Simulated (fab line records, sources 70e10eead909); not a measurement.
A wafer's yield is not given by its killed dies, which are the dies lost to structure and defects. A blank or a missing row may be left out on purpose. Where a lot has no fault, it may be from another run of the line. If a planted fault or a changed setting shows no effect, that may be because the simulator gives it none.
Which tool was responsible? -- flow nand-harc -- 6 lots, 18 wafers sampled, at 5 steps of a route of 1302

== WHAT THE GAUGES SHOWED, per wafer ==
NHARC_END_SORT_01.
lot,measured,on,killed-at-array
L108,day 27 16:14,prober-01,674 677 675
L109,day 27 20:23,prober-02,675 673 674

== WHAT TOOL EACH LOT RAN ON (gives the tool, then ch and the chambers of the sampled wafers, and finally the start) ==
lot,NHARC_A_CHANNEL_HOLE_D2_ETCH_16,NHARC_A_CHANNEL_FILL_D2_ALD_02,NHARC_A_CHANNEL_FILL_D2_CVD_18,NHARC_A_CHANNEL_FILL_D2_STRIP_29
L103,"rie-diel-12 ch 2,3, day 14 03:35 or earlier","ald-hk-03 ch 0,1, day 14 03:35","lpcvd-poly-04 ch 0, day 15 01:05","rie-diel-05 ch 0,1,2, no start"
L108,"rie-diel-12 ch 0,1,3, day 16 09:41 or earlier","ald-hk-02 ch 0,2,3, day 16 09:41","lpcvd-poly-04 ch 0, day 17 07:04","rie-diel-02 ch 0,1, day 27 16:14 or earlier"
L109,"rie-diel-12 ch 0,2, day 16 13:49 or earlier","ald-hk-03 ch 0,1,2, day 16 13:49","lpcvd-poly-04 ch 0, day 17 11:11","rie-diel-05 ch 0,2, day 27 20:23 or earlier"
L116,"rie-diel-04 ch 2,3, day 19 09:57 or earlier","ald-hk-03 ch 0,1,2, day 19 09:57","lpcvd-poly-01 ch 0, day 20 08:37","rie-diel-02 ch 0,1,2, no start"
L121,"rie-diel-11 ch 0,2,3, day 22 01:51 or earlier","ald-hk-02 ch 1,2,3, day 22 01:51","lpcvd-poly-03 ch 0, day 23 00:05","rie-diel-05 ch 1,3, day 23 21:15"
L124,"rie-diel-12 ch 1,2,3, day 23 03:58 or earlier","ald-hk-03 ch 0,1,3, day 23 03:58","lpcvd-poly-04 ch 0, day 24 02:10","rie-diel-06 ch 1,2,3, no start"
- NHARC_A_CHANNEL_HOLE_D2_ETCH_16: etches the open film in O2/COS, target depth 3100 nm, time 806 s.
- NHARC_A_CHANNEL_FILL_D2_ALD_02: deposits SiO2, target thk 6 nm, pulse time 10 s, ald cycles 60.
- NHARC_A_CHANNEL_FILL_D2_CVD_18: deposits poly-Si, target thk 3 nm.
- NHARC_A_CHANNEL_FILL_D2_STRIP_29: strips in O2, time 20 s.

== THE ANSWER, worked out from the rows above alone ==
Rule: the usual values come from the lots themselves. Put in order of their means at a reading, lots are off if they are a third of the lots or fewer, leave a main group of 4 or more, and stand apart from it by a gap of 3 or more times the standard deviation of the main group's means; of several such gaps the widest counts. A main group is skipped when, at the precision printed for the reading in the tables above, its means are all equal. A lot without any number at a reading at which 4 lots or more have one is off too. All remaining lots with rows at the step are treated as sound.
No lot is off on any of the readings shown, so nothing can be concluded from this.

== WHAT THE SIMULATOR HAD INSERTED ==
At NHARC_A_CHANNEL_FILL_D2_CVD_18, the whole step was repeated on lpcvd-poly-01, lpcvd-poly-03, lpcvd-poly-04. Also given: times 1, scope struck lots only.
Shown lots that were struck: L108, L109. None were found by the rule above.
